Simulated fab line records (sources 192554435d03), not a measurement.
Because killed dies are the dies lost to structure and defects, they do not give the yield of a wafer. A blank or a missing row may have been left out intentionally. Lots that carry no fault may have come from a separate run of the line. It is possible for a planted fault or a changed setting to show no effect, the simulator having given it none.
Matching of chambers	flow n5Finfet	N5_BEOL_M3_ALD_98 on aldSin-04: 4 sister chambers
The step deposits SiO2, target thk 2.5 nm, pulse time 1 s, co reactant pulse time 1 s. 4 wafers are shown with their chamber, then 9 later ones without.

WAFERS PAIRED WITH THEIR CHAMBERS
wafer	chamber	heaterPowerW (W)
L079.2	1	77
L083.1	2	90
L083.5	0	83
L083.6	3	74

WAFERS WHOSE CHAMBER IS MISSING
wafer	heaterPowerW (W)
L088.1	77
L088.2	78
L088.5	85
L092.2	83
L092.5	82
L092.6	75
L093.1	92
L093.4	79
L093.5	83

WHICH CHAMBER EACH WENT THROUGH
wafer	from the rows above	in truth
L088.1	1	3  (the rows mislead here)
L088.2	1	1
L088.5	0	0
L092.2	0	0
L092.5	0	0
L092.6	can't be placed: 3 or 1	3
L093.1	2	2
L093.4	can't be placed: 1 or 0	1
L093.5	0	0
6 of 9 placed correctly. Unplaceable from these rows: 2, with the true chamber sitting among the candidates in 2. 1 placed wrongly.
How it was worked out, from the rows above alone: a wafer's distance from a chamber is the root of the sum, over the readings, of the square of ((its reading less the chamber's mean) divided by the reading's scatter). If the next closest chamber is less than 2 further off than the closest, the wafer can't be placed; otherwise it belongs to the closest. The mean given for a chamber averages the wafers shown for that chamber. The scatter: root of mean squared gap, hidden wafer to nearest shown wafer, with one shown wafer a chamber.
